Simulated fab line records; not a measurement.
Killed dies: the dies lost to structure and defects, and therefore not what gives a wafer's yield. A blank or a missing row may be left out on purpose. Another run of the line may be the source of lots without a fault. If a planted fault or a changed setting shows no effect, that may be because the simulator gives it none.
Chamber matching	flow n5 finfet	N5_BEOL_M6_ETCH_65 on rie diel-04 has 4 sister chambers
The step etches SiARC in CF4, target depth 15.6 nm, time 26 s. 22 wafers are shown with their chamber, then 11 later ones without.

== WAFERS, EACH WITH ITS CHAMBER ==
wafer	chamber	drypump motor current A (A)	showerhead plenum p Torr (Torr)	throttle valve pct (%)
L075.1	3	6.2	2.09	15.1
L075.4	3	6.2	2.09	15.2
L075.6	2	5.1	2.10	15.3
L077.2	3	6.2	2.09	15.2
L077.4	3	6.2	2.09	15.2
L077.5	2	5.1	2.09	15.3
L076.2	3	6.1	2.09	15.2
L076.3	1	6.0	2.21	16.0
L076.5	2	5.1	2.09	15.3
L078.2	3	6.1	2.09	15.2
L078.5	0	5.0	2.10	15.4
L078.6	1	6.0	2.20	16.0
L079.2	3	6.2	2.09	15.2
L079.4	0	4.9	2.10	15.4
L079.6	0	4.9	2.10	15.4
L081.3	2	5.1	2.09	15.4
L081.5	1	6.0	2.20	16.0
L081.6	0	5.0	2.10	15.4
L083.1	2	5.1	2.09	15.4
L083.3	3	6.2	2.08	15.2
L083.4	2	5.1	2.09	15.4
L085.2	3	6.2	2.08	15.2

SIGNATURES, as means of the wafers listed above
reading	chamber 0	chamber 1	chamber 2	chamber 3	scatter within a chamber
drypump motor current A	4.950	6.000	5.100	6.178	0.0377
showerhead plenum p Torr	2.1000	2.2033	2.0917	2.0878	0.00412
throttle valve pct	15.400	16.000	15.350	15.189	0.0364
Rule: for a wafer and a chamber, the distance is found by dividing, reading by reading, the gap between the wafer's reading and the chamber's mean by the reading's scatter, squaring, summing and taking the root. The wafer belongs to the nearest chamber; if the next one is less than 2 further off, it can't be placed. The scatter: the root of (the sum of the squares of (reading less its chamber's mean) over the shown wafers, divided by (wafers less chambers)).

== WAFERS WITH NO CHAMBER GIVEN ==
wafer	drypump motor current A (A)	showerhead plenum p Torr (Torr)	throttle valve pct (%)
L085.4	6.1	2.08	15.2
L085.6	5.1	2.08	15.4
L087.1	6.0	2.20	16.0
L087.3	5.1	2.08	15.4
L087.6	6.2	2.08	15.2
L089.1	5.1	2.08	15.4
L089.2	6.2	2.08	15.2
L089.3	5.0	2.09	15.4
L095.2	5.1	2.08	15.4
L095.3	6.2	2.08	15.3
L095.6	5.0	2.09	15.5

== THE CHAMBER EACH PASSED THROUGH ==
wafer	from the rows above	in truth
L085.4	3	3
L085.6	2	2
L087.1	1	1
L087.3	2	2
L087.6	3	3
L089.1	2	2
L089.2	3	3
L089.3	can't be placed: 0 or 2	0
L095.2	2	2
L095.3	3	3
L095.6	can't be placed: 0 or 2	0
Correctly placed: 9 of 11. Not placeable from these rows: 2 (in 2, the candidates include the true chamber). Number placed wrongly: 0.
